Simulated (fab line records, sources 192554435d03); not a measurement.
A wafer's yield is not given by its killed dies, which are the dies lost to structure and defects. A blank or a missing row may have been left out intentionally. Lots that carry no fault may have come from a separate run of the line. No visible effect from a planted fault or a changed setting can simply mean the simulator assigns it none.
fab line records | flow n5-finfet
[record] lots = 11 wafers = 33 last-day = 18
route steps=1938 shown BEOL_M14@1753 BEOL_M15@1817 MIM_TOP_ETCH@1852 PASSIVATION@1936
lots that met no fault: taken from a fault-free run of the same line
start-h: the number of hours between the record's first day and the start of the first shown wafer of the lot | wait-h: how many hours have passed since the lot's step before this one | " the same as in the row above | L1.1+2: a row that stands for several wafers | - either no value or no given start | * or withheld: withheld | < > ~ a bound
route shown NAME@n: NAME is a module with steps in the file, n the number in the route of the first one | usual: mean/standard deviation taken from wafers without a fault | same: alike in all rows | chamber/n: place in a boat | sites: readings site by site | _std_site: standard deviation across them | _edge_site: mean of outer sites minus mean of inner sites | radius-mm: for every site, how far away it sits from the centre of the wafer | mask NAME#n: copy n | behind: the most recent tool/chamber to have shaped the wafer | hold: the reason the lot was held/the length of the hold in hours/how it ended | device: the n, p or np transistor that did not switch | end of line: tests of these same wafers at the route's end | for a step that has no rows: nothing shown but its recipe | killed: count of dies lost to structure and defects at first sort (not the wafer's yield) | map: a wafer's dies, x killed, . not, _ none there
set.NAME: the run value of the setting; set.NAME@STEP: its run value at that earlier step | model.NAME: the simulator's own value behind a step, which no gauge read
one table for each step of the route and one row for each wafer, over a sample of lots
services: from which hour (start-h, from the record's first day; less than 0 if before it) a tool's chamber was out of use, for how many hours, and why
[[steps]]
[step N5_BEOL_M14_TRENCH_ETCH_34]
[recipe] chemistry = C4F8/O2/Ar target = SiO2 target-depth-a = 5566.5 mask-material = SOC he-inner-torr = 15 he-outer-torr = 30 time-s = 126.9 ion-energy-ev = 800 pressure-mtorr = 20 source-w = 1905 bias-w = 2040 Ar_flow_sccm = 400 C4F8_flow_sccm = 16 O2_flow_sccm = 12
[usual] drypump-motor-current-A = 5.9/0.38 oes-product-au = 0.78/0.092 rf-fwd-power-W = 1898/6.8 rf-vpp-V = 2223/19 showerhead-plenum-p-Torr = 3.38/0.11 throttle-valve-pct = 31.01/0.28
[same] time-s = 126.9
// columns lot.wafer tool chamber start-h wait-h drypump-motor-current-A oes-product-au rf-fwd-power-W rf-hours-counter-h rf-vpp-V showerhead-plenum-p-Torr throttle-valve-pct
L738.1 rie-diel-06 1 241.30 0.0 6.0 0.71 1886 191 2238 3.41 31.10
L738.2 " 3 " " 6.2 0.74 1902 183 2223 3.31 31.08
L738.6 " 2 " " 5.9 0.89 1891 - 2213 3.37 30.51
L742.3 rie-diel-02 3 255.17 0.0 6.1 0.70 1898 223 2205 3.27 31.46
L742.5 " 2 " " 6.2 0.72 1905 - 2257 3.54 31.34
L742.6 " 1 " " 5.0 0.71 1895 - 2206 3.29 30.94
L744.3 rie-diel-02 0 285.50 0.0 5.9 0.67 1897 252 2199 3.24 31.01
L744.5 " 0 " " 5.9 0.66 1891 - 2199 3.24 31.03
L744.6 " 3 " " 6.1 0.68 1896 - 2203 3.27 31.47
L747.2 rie-diel-02 2 295.54 0.0 6.2 0.71 1897 226 2258 3.53 31.34
L747.5 " 1 " " 5.1 0.69 1912 - 2205 3.28 30.95
L747.6 " 3 " " 6.1 0.69 1898 - 2205 3.27 31.50
L748.2 rie-diel-06 2 304.69 0.0 5.9 0.87 1905 57 2211 3.36 30.56
L748.3 " 0 " " 5.8 0.86 1901 63 2237 3.34 30.80
L748.6 " 0 " " 5.8 0.86 1901 - 2236 3.34 30.81
L749.1 rie-diel-02 2 305.82 0.0 6.2 0.71 1900 231 2256 3.52 31.35
L749.5 " 3 " " 6.1 0.68 1908 - 2204 3.26 31.51
L749.6 " 1 " " 5.0 0.69 1898 - 2206 3.28 30.95
L753.1 rie-diel-05 0 344.03 0.0 5.6 0.79 1893 119 2208 3.31 30.77
L753.2 " 3 " " 5.7 0.93 1898 23 2190 3.38 30.80
L753.5 " 3 " " 5.7 0.92 1884 - 2192 3.38 30.79
L756.2 rie-diel-05 2 349.16 0.0 6.2 0.83 1896 72 2213 3.48 31.10
L756.3 " 3 " " 5.7 0.91 1900 25 2191 3.38 30.80
L756.5 " 0 " " 5.6 0.78 1885 - 2209 3.31 30.77
L757.1 rie-diel-06 2 361.24 0.0 5.9 0.84 1905 79 2211 3.34 30.56
L757.3 " 3 " " 6.2 0.70 1903 228 2220 3.29 31.10
L757.6 " 1 " " 6.0 0.69 1886 - 2235 3.39 31.14
L761.1 rie-diel-06 0 379.82 0.0 5.8 0.82 1900 91 2235 3.33 30.85
L761.2 " 1 " " 6.0 0.68 1882 237 2236 3.38 31.13
L761.3 " 3 " " 6.2 0.69 1912 235 2219 3.28 31.13
L760.3 rie-diel-06 0 396.85 0.0 5.8 0.82 1896 97 2234 3.33 30.84
L760.4 " 1 " " 6.0 0.68 1892 243 2235 3.38 31.15
L760.5 " 3 " " 6.2 0.70 1896 - 2219 3.28 31.13
[step N5_BEOL_M15_DEGAS_41]
[recipe] ambient = vacuum temp-c = 300 time-s = 60
[usual] heater-power-w = 461/48
[same] time-s = 60
// columns lot.wafer tool chamber start-h wait-h heater-power-w
L738.1 pvd-sputter-01 - 253.89 0.1 477
L738.2 " - " " 559
L738.6 " - " " 445
L742.3 pvd-sputter-03 - 262.37 0.1 476
L742.5 " - " " 364
L742.6 " - " " 493
L744.3 pvd-sputter-02 - 298.44 0.4 408
L744.5 " - " " 421
L744.6 " - " " 402
L747.2 pvd-sputter-01 - 306.92 0.3 476
L747.5 " - " " 476
L747.6 " - " " 475
L748.2 pvd-sputter-02 - 315.63 0.1 500
L748.3 " - " " 413
L748.6 " - " " 436
L749.1 pvd-sputter-02 - 316.03 0.3 435
L749.5 " - " " 406
L749.6 " - " " 409
L753.1 pvd-sputter-01 - 352.84 0.4 480
L753.2 " - " " 548
L753.5 " - " " 477
L756.2 pvd-sputter-02 - 357.92 0.3 438
L756.3 " - " " 405
L756.5 " - " " 530
L757.1 pvd-sputter-03 - 369.59 0.3 470
L757.3 " - " " 494
L757.6 " - " " 473
L761.1 pvd-sputter-03 - 388.93 0.4 458
L761.2 " - " " 481
L761.3 " - " " 510
L760.3 pvd-sputter-03 - 404.23 0.5 373
L760.4 " - " " 487
L760.5 " - " " 380
[step N5_MIM_TOP_ETCH_STRIP_01]
[recipe] chemistry = O2 power-w = 600 temp-c = 60 pressure-mtorr = 30 rf-frequency-hz = 6e+07 bias-power-w = 0 overash-fraction = 0.5 o2-flow-sccm = 225
[usual] drypump-motor-current-A = 5.6/0.46 oes-product-au = 0.83/0.061 rf-vpp-V = 3.7/1.3 showerhead-plenum-p-Torr = 2.13/0.08 throttle-valve-pct = 16.62/0.2
// columns lot.wafer tool chamber start-h wait-h drypump-motor-current-A oes-product-au rf-hours-counter-h rf-vpp-V showerhead-plenum-p-Torr throttle-valve-pct
L738.1 rie-diel-01 1 259.00 0.1 6.0 0.83 60 4.0 2.22 16.29
L738.2 " 2 " " 5.5 0.94 14 4.5 2.06 16.43
L738.6 " 2 " " 5.6 0.95 - 3.6 2.06 16.42
L742.3 rie-diel-04 1 268.22 0.1 5.7 0.80 97 5.1 2.03 16.41
L742.5 " 3 " " 6.5 0.69 - 4.7 1.99 16.83
L742.6 " 1 " " 5.7 0.80 - 3.9 2.03 16.41
L744.3 rie-diel-01 2 305.81 0.1 5.5 0.92 30 5.9 2.05 16.44
L744.5 " 2 " " 5.6 0.90 - 0.6 2.05 16.40
L744.6 " 0 " " 5.1 0.81 - 3.8 2.22 16.62
L747.2 rie-diel-01 0 313.19 0.2 5.1 0.82 93 5.2 2.21 16.70
L747.5 " 1 " " 5.9 0.83 - 3.9 2.22 16.28
L747.6 " 0 " " 5.1 0.82 - 6.1 2.22 16.75
L748.2 rie-diel-03 3 323.03 0.1 4.7 0.81 94 4.5 2.03 16.86
L748.3 " 0 " " 5.3 0.87 23 2.6 2.23 16.62
L748.6 " 0 " " 5.3 0.91 - 3.5 2.23 16.61
L749.1 rie-diel-04 1 324.55 0.1 5.7 0.78 117 3.9 2.03 16.44
L749.5 " 1 " " 5.7 0.80 - 3.6 2.03 16.45
L749.6 " 2 " " 5.8 0.92 - 3.9 2.15 16.56
L753.1 rie-diel-03 3 359.48 0.1 4.8 0.81 105 4.0 2.02 16.92
L753.2 " 0 " " 5.2 0.86 34 4.8 2.23 16.62
L753.5 " 3 " " 4.8 0.79 - 2.6 2.02 16.92
L756.2 rie-diel-04 0 363.51 0.1 5.8 0.86 39 4.3 2.12 16.44
L756.3 " 3 " " 6.5 0.97 3 4.7 2.24 16.37
L756.5 " 2 " " 5.8 0.90 - 1.6 2.15 16.58
L757.1 rie-diel-04 3 375.91 0.1 6.5 0.94 7 3.4 2.24 16.40
L757.3 " 2 " " 5.8 0.88 32 5.1 2.14 16.61
L757.6 " 3 " " 6.5 0.95 - 4.0 2.24 16.41
L761.1 rie-diel-03 0 394.14 0.1 5.3 0.84 45 1.3 2.23 16.63
L761.2 " 2 " " 5.4 0.75 146 2.1 2.19 17.01
L761.3 " 1 " " 5.9 0.78 109 4.5 2.11 16.68
L760.3 rie-diel-04 1 410.35 0.1 5.7 0.77 145 2.6 2.02 16.51
L760.4 " 2 " " 5.8 0.88 40 2.1 2.14 16.56
L760.5 " 3 " " 6.5 0.93 - 3.7 2.24 16.45
[step N5_PASSIVATION_PROBE_49]
[usual] defect-limited-yield = 91.1/1.3 killed_at_M0_to_M3 = 34/10 killed_at_M4_up = 14/5.7 killed-at-contacts = 12/5.9 killed-at-front-end = 41/12 killed-at-other = 4/3.1 killed-dies = 105/15 killed-open = 69/11 killed-short = 35/7.8 sort_bin_5_function = 5.3/0.81 sort_bin_6_memory = 3.3/0.75 sort_bin_8_speed = 0.00/0.007 sort-n-pass = 1075/15 sort-yield-pct = 91.1/1.3
[same] gross-dies = 1180 killed-at-back-side = 0 sort_bin_4_leakage[%] = 0
// columns lot.wafer tool chamber start-h wait-h defect-limited-yield[%] killed_at_M0_to_M3 killed_at_M4_up killed-at-contacts killed-at-front-end killed-at-other killed-dies killed-open killed-short sort_bin_5_function[%] sort_bin_6_memory[%] sort_bin_8_speed[%] sort-n-pass sort-yield-pct[%]
L749.1 prober-02 - 336.77 0.0 83.1 42 112 4 36 5 199 65 33 9.8 5.3 0 981 83.1
L749.5 prober-02 - 336.97 0.2 90.1 51 18 16 26 6 117 84 33 6.0 3.7 0 1063 90.1
L749.6 prober-02 - 337.02 0.3 92.3 32 12 12 32 3 91 71 18 4.2 3.5 0 1089 92.3
// killed by level:class
L749.1 BEOL_M14:unspecified=99 BEOL_M2:geometric-particle:open=11 STI_FIN_REVEAL:geometric-particle:open=8 BEOL_M1:geometric-particle:open=8 BEOL_M0_SAQP:geometric-particle:open=7 GATE_CUT:geometric-particle:short=6 BEOL_M3:geometric-particle:open=6 STARTING-WAFER:geometric-particle:open=5
L749.5 BEOL_M2:geometric-particle:open=19 MOL_CONTACT_COAG:geometric-particle:open=15 BEOL_M4:geometric-particle:open=14 BEOL_M0_SAQP:geometric-particle:short=9 BEOL_M1:geometric-particle:open=8 BEOL_M3:geometric-particle:open=6 BEOL_M0_SAQP:geometric-particle:open=5 GATE_CUT:geometric-particle:short=4
L749.6 MOL_CONTACT_COAG:geometric-particle:open=11 BEOL_M2:geometric-particle:open=11 ILD0:geometric-particle:open=7 BEOL_M0_SAQP:geometric-particle:open=6 DUMMY_GATE:geometric-particle:open=5 BEOL_M0_SAQP:geometric-particle:short=5 BEOL_M4:geometric-particle:open=5 BEOL_M5:geometric-particle:open=5
[[services]]
// columns tool chamber start-h hours kind
pvd-sputter-02 - 222.72 1.7 repair
rie-diel-02 - 243.77 0.4 repair
rie-diel-04 1 246.44 6.6 repair
rie-diel-04 2 248.61 3.7 repair
rie-diel-06 1 249.84 9.5 repair
rie-diel-01 0 269.66 2.1 repair
rie-diel-06 0 274.73 1.6 repair
rie-diel-01 0 275.75 4.7 repair
rie-diel-06 0 276.83 7.2 repair
rie-diel-03 3 282.13 10.9 repair
rie-diel-02 0 286.55 12.4 repair
rie-diel-03 - 298.97 15.6 pm
rie-diel-02 - 320.74 3.6 repair
rie-diel-04 1 326.25 8.7 repair
rie-diel-02 2 328.81 3.2 repair
rie-diel-04 3 329.91 4.1 repair
rie-diel-04 2 347.19 1.6 repair
rie-diel-06 1 352.27 2.4 repair
rie-diel-02 1 362.03 1.3 repair
rie-diel-06 2 368.01 12.3 repair
rie-diel-04 2 381.90 8.8 repair
rie-diel-02 3 386.31 2.8 repair
rie-diel-02 2 404.19 17.4 repair
rie-diel-06 0 407.54 13.2 repair
[[key]]
[first-sign] step = N5_PASSIVATION_PROBE_49 reading = killed_at_M4_up direction = up sigmas = 17 usual = 14 struck = 112
[effect] step = N5_PASSIVATION_PROBE_49 reading = defect-limited-yield direction = down sigmas = 6.1 usual = 91.1 struck = 83.1
[more-kills-born-at] N5_BEOL_M14_TRENCH_ETCH_34@rie-diel-02 = 99
met-at N5_BEOL_M14_TRENCH_ETCH_34
struck-lots L749
struck-wafers L749.1
not-acting-at N5_BEOL_M15_DEGAS_41,N5_MIM_TOP_ETCH_STRIP_01
onset-between 295.54 305.82
[fault] kind = chamber-particle-source tool = rie-diel-02 chamber = 2 onset-h = 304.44 steps = N5_BEOL_M14_TRENCH_ETCH_34 rate-per-visit-cm2 = 0.41961 until-the-next-wet-clean = True
